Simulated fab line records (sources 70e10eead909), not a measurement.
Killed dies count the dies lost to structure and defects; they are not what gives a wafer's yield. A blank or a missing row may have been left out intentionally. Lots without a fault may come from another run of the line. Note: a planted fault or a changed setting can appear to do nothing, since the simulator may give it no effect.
Matching of chambers :: flow nand harc :: cmp-02 running NHARC_A_CHANNEL_FILL_D1_CMP_10: 4 sister chambers
The step polishes, target thk 150 nm. 14 wafers are shown with their chamber, then 7 later ones without.

WAFERS WITH THEIR CHAMBER
wafer: L535.1
chamber: 1
motor current A (A): 12.4
time to endpoint s (s): 15.7

wafer: L535.2
chamber: 2
motor current A (A): 12.6
time to endpoint s (s): 17.3

wafer: L535.4
chamber: 3
motor current A (A): 13.5
time to endpoint s (s): 17.5

wafer: L537.3
chamber: 3
motor current A (A): 14.2
time to endpoint s (s): 14.5

wafer: L537.4
chamber: 2
motor current A (A): 12.6
time to endpoint s (s): 15.8

wafer: L537.5
chamber: 0
motor current A (A): 12.1
time to endpoint s (s): 14.1

wafer: L545.2
chamber: 0
motor current A (A): 12.2
time to endpoint s (s): 12.4

wafer: L545.4
chamber: 1
motor current A (A): 13.7
time to endpoint s (s): 17.1

wafer: L545.6
chamber: 3
motor current A (A): 12.9
time to endpoint s (s): 15.9

wafer: L546.3
chamber: 1
motor current A (A): 13.5
time to endpoint s (s): 14.6

wafer: L546.5
chamber: 2
motor current A (A): 12.2
time to endpoint s (s): 13.2

wafer: L546.6
chamber: 3
motor current A (A): 13.4
time to endpoint s (s): 15.0

wafer: L548.1
chamber: 2
motor current A (A): 12.4
time to endpoint s (s): 15.7

wafer: L548.2
chamber: 1
motor current A (A): 13.0
time to endpoint s (s): 15.5

SIGNATURES, as means of the wafers listed above
reading: motor current A
chamber 0: 12.150
chamber 1: 13.150
chamber 2: 12.450
chamber 3: 13.500
scatter within a chamber: 0.446

reading: time to endpoint s
chamber 0: 13.250
chamber 1: 15.725
chamber 2: 15.500
chamber 3: 15.725
scatter within a chamber: 1.36
Rule: distance of a wafer from a chamber = root of the sum over the readings of ((wafer's reading minus chamber's mean) / reading's scatter) squared. If the next closest chamber is less than 2 further off than the closest, the wafer can't be placed; otherwise it belongs to the closest. The scatter: the root of (the sum of the squares of (reading less its chamber's mean) over the shown wafers, divided by (wafers less chambers)).

WAFERS WITH NO CHAMBER GIVEN
wafer: L548.4
motor current A (A): 12.5
time to endpoint s (s): 16.6

wafer: L552.1
motor current A (A): 12.3
time to endpoint s (s): 13.4

wafer: L552.2
motor current A (A): 13.3
time to endpoint s (s): 16.0

wafer: L552.4
motor current A (A): 12.1
time to endpoint s (s): 14.8

wafer: L555.3
motor current A (A): 13.0
time to endpoint s (s): 10.2

wafer: L555.5
motor current A (A): 12.7
time to endpoint s (s): 14.1

wafer: L555.6
motor current A (A): 13.3
time to endpoint s (s): 11.3

EACH ONE'S CHAMBER
wafer: L548.4
from the rows above: can't be placed: 2 or 1 or 3 or 0
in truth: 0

wafer: L552.1
from the rows above: can't be placed: 0 or 2
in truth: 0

wafer: L552.2
from the rows above: can't be placed: 1 or 3 or 2
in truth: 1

wafer: L552.4
from the rows above: can't be placed: 2 or 0 or 1
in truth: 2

wafer: L555.3
from the rows above: can't be placed: 0 or 1 or 2 or 3
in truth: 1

wafer: L555.5
from the rows above: can't be placed: 2 or 0 or 1 or 3
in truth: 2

wafer: L555.6
from the rows above: can't be placed: 0 or 1 or 3 or 2
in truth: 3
Correct placement for 0 of the 7. These rows do not allow placing 7 (true chamber among the candidates in 7). 0 placed wrongly.
